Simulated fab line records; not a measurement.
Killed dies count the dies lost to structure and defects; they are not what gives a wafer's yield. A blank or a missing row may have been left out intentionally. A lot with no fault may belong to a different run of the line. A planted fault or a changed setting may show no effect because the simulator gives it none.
fab line records | flow n5-finfet | part 1 of 2: steps 1 to 4 of 6
[record] lots = 24 | wafers = 72 | last-day = 19
route steps=1938 shown MOL_CONTACT_COAG@584 BEOL_M0_SAQP@634
lots with no fault: from the same line, run without faults
start-h: start of the lot's first displayed wafer, in hours after the record's first day | wait-h: hours from the lot's prior step to this one | " unchanged from the row above | L1.1+2: a single row standing in for several wafers | - value missing, or start not given | * or withheld: withheld | < > ~ a bound
route shown NAME@n: a module of which the file shows steps, and the number in the route of the first | usual: mean and standard deviation over wafers with no fault | same: alike in all rows | chamber/n: place in a boat | sites: per-site readings | _std_site: the standard deviation of these | _edge_site: outer sites' mean less inner sites' | radius-mm: for every site, how far away it sits from the centre of the wafer | mask NAME#n: copy n | behind: the tool/chamber that last shaped the wafer | hold: why the lot was held/for how many hours/how that ended | device: whichever transistor did not switch (one of n, p or np) | end of line: the route-end tests of the same wafers | step lacking rows: just its recipe | killed: the dies lost at the first sort to structure and to defects; this is not the yield of the wafer | map: dies across one wafer; x = killed, . = not, _ = none there
set.NAME: setting as actually run; set.NAME@STEP: the setting as run at that earlier step | model.NAME: the simulator's own value behind a step, which no gauge read
a sample of lots followed through the steps of the route, with each step as a table and each wafer as a row
services: a tool's chamber out of use, with start hour (start-h, from the record's first day; less than 0 if before it), hours out, and reason
[[steps]]
[step N5_MOL_CONTACT_COAG_ETCHBACK_135]
[recipe] chemistry = CHF3 | target = SiO2 | target-depth-a = 250 | time-s = 16.7 | ion-energy-ev = 200 | pressure-mtorr = 30 | source-w = 610 | bias-w = 170 | Ar_flow_sccm = 200 | CHF3_flow_sccm = 50
[usual] drypump-motor-current-A = 5.7/0.35 | oes-product-au = 0.81/0.1 | rf-vpp-V = 524/3.3 | showerhead-plenum-p-Torr = 2.37/0.068 | throttle-valve-pct = 18.62/0.26
lot.wafer | tool        | chamber | start-h | wait-h | drypump-motor-current-A | oes-product-au | rf-hours-counter-h | rf-vpp-V | showerhead-plenum-p-Torr | throttle-valve-pct
L074.2    | rie-diel-01 | 1       | 99.30   | 0.0    | 5.5                     | 0.72           | 193                | 528      | 2.36                     | 19.11
L074.3    | "           | 3       | "       | "      | 6.4                     | 0.69           | 246                | 528      | 2.36                     | 18.89
L074.5    | "           | 1       | "       | "      | 5.5                     | 0.71           | -                  | 528      | 2.36                     | 19.10
L075.3    | rie-diel-06 | 1       | 105.82  | 0.0    | 5.6                     | 0.76           | 152                | 523      | 2.37                     | 18.54
L075.5    | "           | 2       | "       | "      | 5.7                     | 0.67           | -                  | 518      | 2.34                     | 18.92
L075.6    | "           | 1       | "       | "      | 5.6                     | 0.75           | -                  | 522      | 2.37                     | 18.54
L076.2    | rie-diel-01 | 1       | 112.89  | 0.0    | 5.5                     | 0.71           | 198                | 527      | 2.36                     | 19.12
L076.4    | "           | 2       | "       | "      | 5.8                     | 0.92           | -                  | 524      | 2.34                     | 18.22
L076.5    | "           | 0       | "       | "      | 5.2                     | 0.66           | -                  | 525      | 2.34                     | 18.99
L077.2    | rie-diel-02 | 2       | 119.16  | 0.0    | 5.7                     | 0.93           | 15                 | 523      | 2.34                     | 18.41
L077.4    | "           | 0       | "       | "      | 5.9                     | 0.74           | -                  | 530      | 2.47                     | 18.44
L077.5    | "           | 2       | "       | "      | 5.7                     | 0.94           | -                  | 522      | 2.34                     | 18.42
L078.1    | rie-diel-06 | 0       | 125.25  | 0.0    | 5.3                     | 0.86           | 36                 | 525      | 2.53                     | 18.61
L078.3    | "           | 1       | "       | "      | 5.6                     | 0.74           | 161                | 523      | 2.37                     | 18.56
L078.5    | "           | 3       | "       | "      | 6.1                     | 0.70           | -                  | 518      | 2.26                     | 18.76
L079.3    | rie-diel-01 | 1       | 128.44  | 0.0    | 5.5                     | 0.71           | 205                | 529      | 2.36                     | 19.13
L079.4    | "           | 0       | "       | "      | 5.2                     | 0.66           | -                  | 526      | 2.34                     | 18.97
L079.6    | "           | 2       | "       | "      | 5.8                     | 0.90           | -                  | 525      | 2.33                     | 18.26
L080.1    | rie-diel-01 | 1       | 134.61  | 0.0    | 5.5                     | 0.70           | 207                | 528      | 2.36                     | 19.14
L080.3    | "           | 2       | "       | "      | 5.8                     | 0.89           | 34                 | 523      | 2.33                     | 18.24
L080.4    | "           | 2       | "       | "      | 5.7                     | 0.90           | -                  | 523      | 2.33                     | 18.26
L081.1    | rie-diel-02 | 0       | 143.29  | 0.0    | 5.9                     | 0.73           | 163                | 529      | 2.47                     | 18.46
L081.2    | "           | 2       | "       | "      | 5.7                     | 0.90           | 25                 | 523      | 2.33                     | 18.43
L081.5    | "           | 2       | "       | "      | 5.7                     | 0.90           | -                  | 523      | 2.33                     | 18.43
L082.1    | rie-diel-02 | 3       | 146.25  | 0.0    | 5.2                     | 0.74           | 174                | 526      | 2.48                     | 18.63
L082.3    | "           | 2       | "       | "      | 5.7                     | 0.90           | 26                 | 523      | 2.33                     | 18.45
L082.4    | "           | 1       | "       | "      | 5.8                     | 0.95           | 6                  | 521      | 2.34                     | 18.43
L083.1    | rie-diel-02 | 2       | 152.60  | 0.0    | 5.6                     | 0.90           | 28                 | 522      | 2.33                     | 18.45
L083.3    | "           | 0       | "       | "      | 5.9                     | 0.73           | 166                | 531      | 2.47                     | 18.46
L083.6    | "           | 1       | "       | "      | 5.8                     | 0.94           | -                  | 522      | 2.34                     | 18.43
L084.1    | rie-diel-02 | 0       | 161.38  | 0.0    | 5.9                     | 0.72           | 170                | 530      | 2.46                     | 18.46
L084.3    | "           | 2       | "       | "      | 5.6                     | 0.90           | 31                 | 522      | 2.33                     | 18.43
L084.4    | "           | 3       | "       | "      | 5.2                     | 0.74           | 179                | 524      | 2.48                     | 18.63
L086.1    | rie-diel-01 | 1       | 170.24  | 0.0    | 5.5                     | 0.69           | 223                | 528      | 2.35                     | 19.17
L086.2    | "           | 2       | "       | "      | 5.7                     | 0.87           | 50                 | 524      | 2.33                     | 18.28
L086.6    | "           | 3       | "       | "      | 6.4                     | 0.98           | -                  | 526      | 2.35                     | 18.52
L085.3    | rie-diel-01 | 3       | 173.60  | 0.0    | 6.4                     | 0.96           | 9                  | 526      | 2.35                     | 18.52
L085.4    | "           | 2       | "       | "      | 5.7                     | 0.87           | -                  | 524      | 2.33                     | 18.28
L085.6    | "           | 1       | "       | "      | 5.6                     | 0.69           | -                  | 528      | 2.35                     | 19.17
L087.3    | rie-diel-06 | 3       | 176.10  | 0.0    | 6.2                     | 0.69           | 230                | 517      | 2.25                     | 18.79
L087.5    | "           | 0       | "       | "      | 5.3                     | 0.83           | -                  | 525      | 2.52                     | 18.64
L087.6    | "           | 1       | "       | "      | 5.6                     | 0.74           | -                  | 523      | 2.37                     | 18.58
L088.1    | rie-diel-01 | 2       | 187.95  | 0.0    | 5.8                     | 0.87           | 59                 | 523      | 2.32                     | 18.29
L088.3    | "           | 1       | "       | "      | 5.5                     | 0.69           | 232                | 527      | 2.35                     | 19.18
L088.5    | "           | 0       | "       | "      | 5.2                     | 1.00           | -                  | 526      | 2.34                     | 18.53
L089.3    | rie-diel-02 | 3       | 191.39  | 0.0    | 5.2                     | 0.73           | 190                | 525      | 2.47                     | 18.66
L089.5    | "           | 0       | "       | "      | 5.8                     | 0.72           | -                  | 529      | 2.46                     | 18.47
L089.6    | "           | 3       | "       | "      | 5.2                     | 0.74           | -                  | 526      | 2.47                     | 18.67
L090.1    | rie-diel-01 | 3       | 195.19  | 0.0    | 6.4                     | 0.95           | 18                 | 527      | 2.35                     | 18.54
L090.2    | "           | 0       | "       | "      | 5.2                     | 0.99           | 4                  | 524      | 2.34                     | 18.55
L090.4    | "           | 1       | "       | "      | 5.5                     | 0.69           | 234                | 527      | 2.35                     | 19.18
L091.1    | rie-diel-06 | 3       | 198.58  | 0.0    | 6.2                     | 0.68           | 237                | 517      | 2.25                     | 18.81
L091.2    | "           | 2       | "       | "      | 5.7                     | 0.92           | 24                 | 517      | 2.33                     | 18.53
L091.4    | "           | 1       | "       | "      | 5.6                     | 0.74           | 178                | 524      | 2.36                     | 18.59
L092.1    | rie-diel-06 | 2       | 205.97  | 0.0    | 5.7                     | 0.90           | 25                 | 518      | 2.33                     | 18.54
L092.2    | "           | 3       | "       | "      | 6.1                     | 0.69           | 239                | 519      | 2.25                     | 18.83
L092.6    | "           | 3       | "       | "      | 6.1                     | 0.69           | -                  | 518      | 2.25                     | 18.82
L093.1    | rie-diel-01 | 0       | 211.73  | 0.0    | 5.2                     | 0.96           | 10                 | 523      | 2.33                     | 18.56
L093.3    | "           | 3       | "       | "      | 6.4                     | 0.93           | 23                 | 527      | 2.35                     | 18.55
L093.6    | "           | 1       | "       | "      | 5.6                     | 0.68           | -                  | 527      | 2.35                     | 19.19
L094.1    | rie-diel-02 | 3       | 218.06  | 0.0    | 5.2                     | 0.72           | 200                | 526      | 2.47                     | 18.66
L094.3    | "           | 1       | "       | "      | 5.8                     | 0.88           | 32                 | 520      | 2.33                     | 18.47
L094.4    | "           | 1       | "       | "      | 5.9                     | 0.88           | -                  | 520      | 2.33                     | 18.49
L095.1    | rie-diel-02 | 3       | 226.67  | 0.0    | 5.2                     | 0.72           | 204                | 524      | 2.47                     | 18.68
L095.2    | "           | 1       | "       | "      | 5.8                     | 0.87           | 36                 | 520      | 2.33                     | 18.49
L095.5    | "           | 2       | "       | "      | 5.7                     | 0.85           | -                  | 522      | 2.32                     | 18.49
L097.2    | rie-diel-02 | 1       | 238.53  | 0.0    | 5.9                     | 0.86           | 41                 | 520      | 2.33                     | 18.49
L097.5    | "           | 1       | "       | "      | 5.9                     | 0.87           | -                  | 519      | 2.33                     | 18.48
L097.6    | "           | 2       | "       | "      | 5.7                     | 0.85           | -                  | 523      | 2.32                     | 18.49
L096.1    | rie-diel-01 | 0       | 239.16  | 0.0    | 5.2                     | 0.93           | 20                 | 523      | 2.33                     | 18.58
L096.5    | "           | 3       | "       | "      | 6.4                     | 0.91           | -                  | 527      | 2.34                     | 18.58
L096.6    | "           | 0       | "       | "      | 5.2                     | 0.92           | -                  | 524      | 2.33                     | 18.58
[step N5_MOL_CONTACT_COAG_ETCH_65]
[recipe] chemistry = N2/H2 | target = underlayer | target-depth-a = 130 | mask-material = CAR-EUV | time-s = 10.4 | ion-energy-ev = 200 | pressure-mtorr = 30 | source-w = 840 | bias-w = 150 | n2-flow-sccm = 200 | h2-flow-sccm = 200 | ends = cleared
[usual] drypump-motor-current-A = 5.7/0.35 | etch-rf-on-time-s = 10.30/0.15 | oes-product-au = 0.69/0.088 | rf-vpp-V = 523.3/2.4 | showerhead-plenum-p-Torr = 2.52/0.084 | throttle-valve-pct = 17.79/0.26
lot.wafer | tool        | chamber | start-h | wait-h | drypump-motor-current-A | etch-rf-on-time-s | oes-product-au | rf-hours-counter-h | rf-vpp-V | showerhead-plenum-p-Torr | throttle-valve-pct
L074.2    | rie-diel-06 | 3       | 100.14  | 0.0    | 6.2                     | 10.35             | 0.60           | 200                | 519.9    | 2.42                     | 18.06
L074.3    | "           | 1       | "       | "      | 5.6                     | 10.43             | 0.65           | 150                | 523.7    | 2.54                     | 17.63
L074.5    | "           | 1       | "       | "      | 5.6                     | 10.44             | 0.65           | -                  | 523.4    | 2.54                     | 17.61
L075.3    | rie-diel-02 | 3       | 106.91  | 0.0    | 5.2                     | 10.25             | 0.65           | 157                | 528.2    | 2.65                     | 17.69
L075.5    | "           | 2       | "       | "      | 5.7                     | 10.23             | 0.81           | -                  | 520.8    | 2.50                     | 17.60
L075.6    | "           | 3       | "       | "      | 5.2                     | 10.35             | 0.65           | -                  | 525.7    | 2.65                     | 17.68
L076.2    | rie-diel-06 | 1       | 113.92  | 0.0    | 5.6                     | 10.46             | 0.64           | 156                | 524.8    | 2.53                     | 17.62
L076.4    | "           | 1       | "       | "      | 5.6                     | 10.45             | 0.64           | -                  | 524.9    | 2.53                     | 17.63
L076.5    | "           | 3       | "       | "      | 6.2                     | 10.49             | 0.60           | -                  | 520.3    | 2.42                     | 18.08
L077.2    | rie-diel-02 | 0       | 120.01  | 0.0    | 5.9                     | 9.98              | 0.63           | 153                | 525.6    | 2.64                     | 17.63
L077.4    | "           | 2       | "       | "      | 5.7                     | 10.06             | 0.79           | -                  | 524.8    | 2.50                     | 17.60
L077.5    | "           | 3       | "       | "      | 5.2                     | 10.10             | 0.65           | -                  | 526.9    | 2.65                     | 17.69
L078.1    | rie-diel-01 | 2       | 126.09  | 0.0    | 5.7                     | 10.31             | 0.77           | 30                 | 523.1    | 2.49                     | 17.41
L078.3    | "           | 0       | "       | "      | 5.2                     | 10.27             | 0.56           | 253                | 521.2    | 2.50                     | 18.13
L078.5    | "           | 2       | "       | "      | 5.8                     | 10.19             | 0.77           | -                  | 522.9    | 2.49                     | 17.40
L079.3    | rie-diel-06 | 1       | 129.28  | 0.0    | 5.6                     | 10.66             | 0.63           | 162                | 525.3    | 2.53                     | 17.63
L079.4    | "           | 0       | "       | "      | 5.3                     | 10.29             | 0.72           | -                  | 529.1    | 2.71                     | 17.72
L079.6    | "           | 1       | "       | "      | 5.6                     | 10.67             | 0.63           | -                  | 522.5    | 2.53                     | 17.62
L080.1    | rie-diel-01 | 1       | 136.02  | 0.0    | 5.6                     | 10.48             | 0.60           | 208                | 524.7    | 2.52                     | 18.22
L080.3    | "           | 0       | "       | "      | 5.2                     | 10.24             | 0.56           | 257                | 523.7    | 2.50                     | 18.16
L080.4    | "           | 1       | "       | "      | 5.6                     | 10.48             | 0.60           | -                  | 523.1    | 2.52                     | 18.22
L081.1    | rie-diel-01 | 1       | 144.25  | 0.0    | 5.5                     | 10.48             | 0.60           | 211                | 522.8    | 2.52                     | 18.23
L081.2    | "           | 2       | "       | "      | 5.8                     | 10.37             | 0.76           | 38                 | 521.6    | 2.48                     | 17.43
L081.5    | "           | 0       | "       | "      | 5.2                     | 10.30             | 0.56           | -                  | 521.5    | 2.50                     | 18.16
L082.1    | rie-diel-06 | 3       | 147.11  | 0.0    | 6.2                     | 10.51             | 0.59           | 220                | 521.0    | 2.42                     | 18.09
L082.3    | "           | 1       | "       | "      | 5.6                     | 10.40             | 0.64           | 168                | 523.7    | 2.53                     | 17.66
L082.4    | "           | 2       | "       | "      | 5.7                     | 10.09             | 0.82           | 6                  | 523.1    | 2.49                     | 17.58
L083.1    | rie-diel-06 | 0       | 153.59  | 0.0    | 5.3                     | 10.33             | 0.72           | 44                 | 526.7    | 2.70                     | 17.75
L083.3    | "           | 1       | "       | "      | 5.6                     | 10.49             | 0.63           | 170                | 524.6    | 2.53                     | 17.65
L083.6    | "           | 1       | "       | "      | 5.6                     | 10.49             | 0.63           | -                  | 522.2    | 2.53                     | 17.67
L084.1    | rie-diel-06 | 3       | 162.53  | 0.0    | 6.2                     | 10.56             | 0.59           | 224                | 521.3    | 2.41                     | 18.10
L084.3    | "           | 2       | "       | "      | 5.7                     | 10.27             | 0.80           | 10                 | 523.2    | 2.49                     | 17.59
L084.4    | "           | 0       | "       | "      | 5.3                     | 10.40             | 0.72           | 47                 | 527.3    | 2.70                     | 17.75
L086.1    | rie-diel-06 | 0       | 171.24  | 0.0    | 5.3                     | 10.29             | 0.71           | 51                 | 527.5    | 2.70                     | 17.74
L086.2    | "           | 3       | "       | "      | 6.2                     | 10.50             | 0.59           | 228                | 520.9    | 2.41                     | 18.12
L086.6    | "           | 3       | "       | "      | 6.2                     | 10.48             | 0.59           | -                  | 521.0    | 2.41                     | 18.10
L085.3    | rie-diel-01 | 3       | 174.45  | 0.0    | 6.4                     | 10.36             | 0.81           | 10                 | 521.6    | 2.50                     | 17.53
L085.4    | "           | 1       | "       | "      | 5.6                     | 10.57             | 0.59           | -                  | 521.8    | 2.51                     | 18.25
L085.6    | "           | 2       | "       | "      | 5.8                     | 10.39             | 0.74           | -                  | 520.6    | 2.48                     | 17.45
L087.3    | rie-diel-01 | 3       | 176.95  | 0.0    | 6.4                     | 10.21             | 0.82           | 11                 | 523.6    | 2.50                     | 17.56
L087.5    | "           | 1       | "       | "      | 5.5                     | 10.30             | 0.59           | -                  | 523.1    | 2.51                     | 18.25
L087.6    | "           | 3       | "       | "      | 6.4                     | 10.17             | 0.83           | -                  | 522.6    | 2.50                     | 17.54
L088.1    | rie-diel-06 | 2       | 188.80  | 0.0    | 5.7                     | 10.01             | 0.80           | 20                 | 522.3    | 2.49                     | 17.59
L088.3    | "           | 3       | "       | "      | 6.2                     | 10.32             | 0.60           | 234                | 518.7    | 2.41                     | 18.11
L088.5    | "           | 3       | "       | "      | 6.2                     | 10.32             | 0.59           | -                  | 521.1    | 2.41                     | 18.13
L089.3    | rie-diel-06 | 2       | 192.23  | 0.0    | 5.7                     | 10.02             | 0.79           | 21                 | 522.3    | 2.49                     | 17.61
L089.5    | "           | 0       | "       | "      | 5.3                     | 10.11             | 0.72           | -                  | 526.5    | 2.70                     | 17.78
L089.6    | "           | 3       | "       | "      | 6.2                     | 10.31             | 0.59           | -                  | 519.7    | 2.41                     | 18.10
L090.1    | rie-diel-02 | 3       | 196.16  | 0.0    | 5.2                     | 10.17             | 0.63           | 192                | 526.6    | 2.64                     | 17.76
L090.2    | "           | 1       | "       | "      | 5.8                     | 10.19             | 0.76           | 24                 | 522.6    | 2.49                     | 17.65
L090.4    | "           | 2       | "       | "      | 5.6                     | 10.16             | 0.75           | 45                 | 521.2    | 2.48                     | 17.66
L091.1    | rie-diel-01 | 2       | 199.53  | 0.0    | 5.8                     | 10.22             | 0.74           | 63                 | 521.4    | 2.47                     | 17.48
L091.2    | "           | 1       | "       | "      | 5.5                     | 10.43             | 0.59           | 236                | 522.8    | 2.50                     | 18.28
L091.4    | "           | 3       | "       | "      | 6.4                     | 10.16             | 0.80           | 19                 | 522.6    | 2.49                     | 17.56
L092.1    | rie-diel-06 | 0       | 206.81  | 0.0    | 5.3                     | 10.29             | 0.70           | 63                 | 529.1    | 2.70                     | 17.76
L092.2    | "           | 1       | "       | "      | 5.6                     | 10.50             | 0.62           | 180                | 523.7    | 2.52                     | 17.68
L092.6    | "           | 2       | "       | "      | 5.7                     | 10.16             | 0.77           | -                  | 522.0    | 2.48                     | 17.61
L093.1    | rie-diel-01 | 0       | 212.58  | 0.0    | 5.2                     | 10.24             | 0.82           | 10                 | 523.6    | 2.49                     | 17.71
L093.3    | "           | 3       | "       | "      | 6.4                     | 10.36             | 0.79           | 23                 | 522.5    | 2.49                     | 17.56
L093.6    | "           | 0       | "       | "      | 5.2                     | 10.31             | 0.81           | -                  | 521.7    | 2.49                     | 17.70
L094.1    | rie-diel-02 | 1       | 218.97  | 0.0    | 5.9                     | 10.26             | 0.75           | 33                 | 522.6    | 2.49                     | 17.65
L094.3    | "           | 2       | "       | "      | 5.7                     | 10.16             | 0.74           | 53                 | 522.0    | 2.48                     | 17.67
L094.4    | "           | 2       | "       | "      | 5.7                     | 10.27             | 0.73           | -                  | 522.5    | 2.48                     | 17.68
L095.1    | rie-diel-01 | 3       | 227.55  | 0.0    | 6.4                     | 10.24             | 0.78           | 29                 | 522.5    | 2.49                     | 17.58
L095.2    | "           | 0       | "       | "      | 5.2                     | 10.14             | 0.81           | 16                 | 521.8    | 2.49                     | 17.69
L095.5    | "           | 0       | "       | "      | 5.2                     | 10.14             | 0.81           | -                  | 524.0    | 2.49                     | 17.70
L097.2    | rie-diel-01 | 0       | 239.49  | 0.0    | 5.2                     | 10.05             | 0.80           | 20                 | 522.3    | 2.48                     | 17.72
L097.5    | "           | 1       | "       | "      | 5.5                     | 10.41             | 0.58           | -                  | 523.9    | 2.50                     | 18.28
L097.6    | "           | 0       | "       | "      | 5.2                     | 10.03             | 0.80           | -                  | 522.6    | 2.49                     | 17.71
L096.1    | rie-diel-06 | 2       | 240.01  | 0.0    | 5.7                     | 10.09             | 0.76           | 37                 | 521.8    | 2.48                     | 17.63
L096.5    | "           | 3       | "       | "      | 6.2                     | 10.40             | 0.58           | -                  | 519.1    | 2.40                     | 18.14
L096.6    | "           | 2       | "       | "      | 5.7                     | 10.22             | 0.75           | -                  | 523.7    | 2.48                     | 17.62
[step N5_MOL_CONTACT_COAG_STRIP_49]
[recipe] chemistry = N2/H2 | time-s = 30 | power-w = 1000 | temp-c = 250 | pressure-mtorr = withheld | n2-flow-sccm = 1750 | h2-flow-sccm = 3250
[usual] drypump-motor-current-A = 5.8/0.47 | heater-power-w = 339/37
lot.wafer | tool            | chamber | start-h | wait-h | drypump-motor-current-A | heater-power-w | rf-hours-counter-h
L074.2    | plasma-asher-02 | 0       | 101.32  | -      | 6.2                     | 304            | 87
L074.3    | "               | 1       | "       | "      | 5.4                     | 317            | -
L074.5    | "               | 0       | "       | "      | 6.2                     | 298            | -
L075.3    | plasma-asher-01 | 1       | 107.57  | -      | 6.4                     | 333            | -
L075.5    | "               | 0       | "       | "      | 5.3                     | 403            | -
L075.6    | "               | 1       | "       | "      | 6.4                     | 326            | -
L076.2    | plasma-asher-01 | 0       | 114.56  | -      | 5.3                     | 408            | 46
L076.4    | "               | 1       | "       | "      | 6.4                     | 326            | -
L076.5    | "               | 1       | "       | "      | 6.4                     | 340            | -
L077.2    | plasma-asher-01 | 0       | 120.64  | -      | 5.3                     | 391            | 47
L077.4    | "               | 0       | "       | "      | 5.3                     | 408            | -
L077.5    | "               | 1       | "       | "      | 6.4                     | 327            | -
L078.1    | plasma-asher-02 | 1       | 127.11  | -      | 5.4                     | 328            | 91
L078.3    | "               | 0       | "       | "      | 6.2                     | 303            | -
L078.5    | "               | 1       | "       | "      | 5.4                     | 321            | -
L079.3    | plasma-asher-02 | 1       | 129.94  | -      | 5.4                     | 320            | -
L079.4    | "               | 0       | "       | "      | 6.2                     | 300            | -
L079.6    | "               | 1       | "       | "      | 5.4                     | 330            | -
L080.1    | plasma-asher-01 | 1       | 136.71  | -      | 6.4                     | 334            | 50
L080.3    | "               | 0       | "       | "      | 5.3                     | 394            | -
L080.4    | "               | 1       | "       | "      | 6.4                     | 340            | -
L081.1    | plasma-asher-01 | 1       | 145.39  | -      | 6.4                     | 328            | 51
L081.2    | "               | 0       | "       | "      | 5.4                     | 398            | 51
L081.5    | "               | 0       | "       | "      | 5.4                     | 399            | -
L082.1    | plasma-asher-02 | 1       | 147.75  | -      | 5.5                     | 328            | 95
L082.3    | "               | 1       | "       | "      | 5.4                     | 329            | -
L082.4    | "               | 0       | "       | "      | 6.2                     | 297            | -
L083.1    | plasma-asher-02 | 1       | 154.48  | -      | 5.4                     | 325            | 97
L083.3    | "               | 1       | "       | "      | 5.4                     | 332            | -
L083.6    | "               | 0       | "       | "      | 6.2                     | 306            | -
L084.1    | plasma-asher-01 | 0       | 163.23  | -      | 5.4                     | 406            | 55
L084.3    | "               | 1       | "       | "      | 6.4                     | 332            | -
L084.4    | "               | 0       | "       | "      | 5.4                     | 399            | -
L086.1    | plasma-asher-02 | 0       | 172.15  | -      | 6.2                     | 303            | 101
L086.2    | "               | 1       | "       | "      | 5.4                     | 306            | 101
L086.6    | "               | 1       | "       | "      | 5.4                     | 315            | -
L085.3    | plasma-asher-01 | 1       | 175.11  | -      | 6.4                     | 324            | -
L085.4    | "               | 0       | "       | "      | 5.4                     | 397            | -
L085.6    | "               | 0       | "       | "      | 5.4                     | 399            | -
L087.3    | plasma-asher-02 | 0       | 179.05  | -      | 6.2                     | 300            | -
L087.5    | "               | 0       | "       | "      | 6.2                     | 300            | -
L087.6    | "               | 1       | "       | "      | 5.4                     | 330            | -
L088.1    | plasma-asher-01 | 1       | 189.82  | -      | 6.4                     | 330            | 60
L088.3    | "               | 1       | "       | "      | 6.4                     | 332            | -
L088.5    | "               | 0       | "       | "      | 5.4                     | 400            | -
L089.3    | plasma-asher-01 | 1       | 192.89  | -      | 6.4                     | 334            | -
L089.5    | "               | 1       | "       | "      | 6.5                     | 327            | -
L089.6    | "               | 0       | "       | "      | 5.3                     | 398            | -
L090.1    | plasma-asher-02 | 1       | 197.15  | -      | 5.4                     | 330            | 106
L090.2    | "               | 0       | "       | "      | 6.2                     | 306            | 106
L090.4    | "               | 1       | "       | "      | 5.4                     | 323            | -
L091.1    | plasma-asher-02 | 1       | 200.17  | -      | 5.4                     | 327            | 107
L091.2    | "               | 0       | "       | "      | 6.2                     | 305            | 107
L091.4    | "               | 1       | "       | "      | 5.4                     | 323            | -
L092.1    | plasma-asher-02 | 0       | 207.52  | -      | 6.2                     | 306            | 108
L092.2    | "               | 1       | "       | "      | 5.4                     | 326            | 108
L092.6    | "               | 0       | "       | "      | 6.2                     | 304            | -
L093.1    | plasma-asher-02 | 1       | 213.22  | -      | 5.4                     | 323            | 109
L093.3    | "               | 0       | "       | "      | 6.2                     | 300            | -
L093.6    | "               | 0       | "       | "      | 6.2                     | 299            | -
L094.1    | plasma-asher-01 | 0       | 219.61  | -      | 5.3                     | 402            | 65
L094.3    | "               | 0       | "       | "      | 5.4                     | 400            | -
L094.4    | "               | 1       | "       | "      | 6.4                     | 330            | -
L095.1    | plasma-asher-01 | 0       | 228.27  | -      | 5.3                     | 414            | 66
L095.2    | "               | 1       | "       | "      | 6.4                     | 326            | 66
L095.5    | "               | 1       | "       | "      | 6.4                     | 321            | -
L097.2    | plasma-asher-01 | 1       | 240.26  | -      | 6.4                     | 318            | 68
L097.5    | "               | 1       | "       | "      | 6.4                     | 318            | -
L097.6    | "               | 0       | "       | "      | 5.3                     | 403            | -
L096.1    | plasma-asher-02 | 0       | 240.65  | -      | 6.2                     | 305            | 115
L096.5    | "               | 1       | "       | "      | 5.4                     | 322            | -
L096.6    | "               | 0       | "       | "      | 6.2                     | 301            | -
[step N5_MOL_CONTACT_COAG_CD_MEAS_101]
[recipe] target-cd-nm = 16
[usual] cd-nm = 15.95/0.29
lot.wafer | tool      | chamber | start-h | wait-h | cd-nm
L074.2    | cd-sem-01 | -       | 101.47  | 0.0    | 15.83
L074.3    | "         | -       | "       | "      | 15.90
L074.5    | "         | -       | "       | "      | 15.55
L075.3    | cd-sem-02 | -       | 107.70  | 0.0    | 16.23
L075.5    | "         | -       | "       | "      | 16.48
L075.6    | "         | -       | "       | "      | 15.77
L076.2    | cd-sem-02 | -       | 114.71  | 0.0    | 15.90
L076.4    | "         | -       | "       | "      | 15.56
L076.5    | "         | -       | "       | "      | 15.81
L077.2    | cd-sem-01 | -       | 120.79  | 0.0    | 15.96
L077.4    | "         | -       | "       | "      | 16.38
L077.5    | "         | -       | "       | "      | 15.85
L078.1    | cd-sem-02 | -       | 127.26  | 0.0    | 16.02
L078.3    | "         | -       | "       | "      | 16.09
L078.5    | "         | -       | "       | "      | 16.46
L079.3    | cd-sem-03 | -       | 130.10  | 0.0    | 16.18
L079.4    | "         | -       | "       | "      | 16.02
L079.6    | "         | -       | "       | "      | 16.15
L080.1    | cd-sem-01 | -       | 136.87  | 0.0    | 15.90
L080.3    | "         | -       | "       | "      | 15.79
L080.4    | "         | -       | "       | "      | 16.08
L081.1    | cd-sem-02 | -       | 145.54  | 0.0    | 15.91
L081.2    | "         | -       | "       | "      | 15.29
L081.5    | "         | -       | "       | "      | 16.02
L082.1    | cd-sem-03 | -       | 147.90  | 0.0    | 15.98
L082.3    | "         | -       | "       | "      | 15.72
L082.4    | "         | -       | "       | "      | 15.60
L083.1    | cd-sem-02 | -       | 154.62  | 0.0    | 16.02
L083.3    | "         | -       | "       | "      | 15.34
L083.6    | "         | -       | "       | "      | 15.51
L084.1    | cd-sem-02 | -       | 163.38  | 0.0    | 16.03
L084.3    | "         | -       | "       | "      | 16.22
L084.4    | "         | -       | "       | "      | 15.90
L086.1    | cd-sem-01 | -       | 172.30  | 0.0    | 16.01
L086.2    | "         | -       | "       | "      | 16.15
L086.6    | "         | -       | "       | "      | 16.38
L085.3    | cd-sem-02 | -       | 175.24  | 0.0    | 16.43
L085.4    | "         | -       | "       | "      | 16.18
L085.6    | "         | -       | "       | "      | 16.00
L087.3    | cd-sem-02 | -       | 179.22  | 0.0    | 15.96
L087.5    | "         | -       | "       | "      | 15.72
L087.6    | "         | -       | "       | "      | 16.34
L088.1    | cd-sem-03 | -       | 189.97  | 0.0    | 16.18
L088.3    | "         | -       | "       | "      | 16.08
L088.5    | "         | -       | "       | "      | 16.15
L089.3    | cd-sem-02 | -       | 193.02  | 0.0    | 16.05
L089.5    | "         | -       | "       | "      | 15.36
L089.6    | "         | -       | "       | "      | 15.71
L090.1    | cd-sem-02 | -       | 197.30  | 0.0    | 15.45
L090.2    | "         | -       | "       | "      | 16.02
L090.4    | "         | -       | "       | "      | 15.37
L091.1    | cd-sem-03 | -       | 200.32  | 0.0    | 16.03
L091.2    | "         | -       | "       | "      | 15.99
L091.4    | "         | -       | "       | "      | 15.57
L092.1    | cd-sem-01 | -       | 207.76  | 0.0    | 16.30
L092.2    | "         | -       | "       | "      | 15.91
L092.6    | "         | -       | "       | "      | 16.22
L093.1    | cd-sem-02 | -       | 213.37  | 0.0    | 16.16
L093.3    | "         | -       | "       | "      | 16.01
L093.6    | "         | -       | "       | "      | 15.92
L094.1    | cd-sem-01 | -       | 219.76  | 0.0    | 15.92
L094.3    | "         | -       | "       | "      | 16.18
L094.4    | "         | -       | "       | "      | 16.32
L095.1    | cd-sem-02 | -       | 228.42  | 0.0    | 15.98
L095.2    | "         | -       | "       | "      | 15.80
L095.5    | "         | -       | "       | "      | 15.80
L097.2    | cd-sem-03 | -       | 240.41  | 0.0    | 16.12
L097.5    | "         | -       | "       | "      | 16.40
L097.6    | "         | -       | "       | "      | 16.60
L096.1    | cd-sem-03 | -       | 240.79  | 0.0    | 16.00
L096.5    | "         | -       | "       | "      | 15.51
L096.6    | "         | -       | "       | "      | 15.58
